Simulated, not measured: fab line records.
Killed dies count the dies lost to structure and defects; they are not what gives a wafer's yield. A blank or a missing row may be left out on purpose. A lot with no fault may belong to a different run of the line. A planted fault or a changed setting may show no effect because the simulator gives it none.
Chamber matching | flow n5Finfet | N5_BEOL_M10_DESCUM_16 on rieDiel-03: 4 sister chambers
The step chemistry O2, time 7.9 s. 14 wafers are shown with their chamber, then 7 later ones without.

== EACH WAFER AND ITS CHAMBER ==
wafer  | chamber | showerheadPlenumPTorr (Torr) | throttleValvePct (%) | drypumpMotorCurrentA (A)
L077.2 | 3       | 2.08                         | 20.41                | 6.5
L077.4 | 2       | 2.26                         | 20.44                | 5.7
L077.6 | 3       | 2.08                         | 20.41                | 6.4
L081.2 | 1       | 2.19                         | 20.47                | 5.5
L081.4 | 0       | 2.21                         | 20.04                | 5.7
L081.6 | 2       | 2.26                         | 20.47                | 5.6
L085.2 | 3       | 2.08                         | 20.42                | 6.5
L085.4 | 0       | 2.21                         | 20.07                | 5.7
L085.6 | 0       | 2.21                         | 20.06                | 5.6
L083.1 | 2       | 2.25                         | 20.48                | 5.6
L083.2 | 1       | 2.19                         | 20.48                | 5.4
L083.5 | 1       | 2.19                         | 20.47                | 5.4
L089.1 | 2       | 2.25                         | 20.49                | 5.6
L089.2 | 1       | 2.19                         | 20.49                | 5.5

SIGNATURES, as means of the wafers listed above
reading               | chamber 0 | chamber 1 | chamber 2 | chamber 3 | scatter within a chamber
showerheadPlenumPTorr | 2.2100    | 2.1900    | 2.2550    | 2.0800    | 0.00316
throttleValvePct      | 20.0567   | 20.4775   | 20.4700   | 20.4133   | 0.0149
drypumpMotorCurrentA  | 5.667     | 5.450     | 5.625     | 6.467     | 0.0555
Rule: a wafer's distance from a chamber is the root of the sum, over the readings, of the square of ((its reading less the chamber's mean) divided by the reading's scatter). If the next closest chamber is less than 2 further off than the closest, the wafer can't be placed; otherwise it belongs to the closest. The scatter: take each reading less its chamber's mean, square it, sum over the shown wafers, divide by the number of wafers less the number of chambers, and take the root.

== WAFERS WHOSE CHAMBER IS MISSING ==
wafer  | showerheadPlenumPTorr (Torr) | throttleValvePct (%) | drypumpMotorCurrentA (A)
L089.4 | 2.25                         | 20.50                | 5.7
L088.1 | 2.19                         | 20.52                | 5.4
L088.2 | 2.21                         | 20.07                | 5.7
L088.5 | 2.25                         | 20.52                | 5.7
L095.1 | 2.24                         | 20.52                | 5.7
L095.3 | 2.07                         | 20.09                | 6.4
L095.4 | 2.18                         | 20.53                | 5.5

== WHICH CHAMBER EACH WENT THROUGH ==
wafer  | from the rows above | in truth
L089.4 | 2                   | 2
L088.1 | 1                   | 1
L088.2 | 0                   | 0
L088.5 | 2                   | 2
L095.1 | 2                   | 2
L095.3 | 3                   | 3
L095.4 | 1                   | 1
Correctly placed: 7 of 7. From these rows, 0 cannot be placed. Placed wrongly: 0.
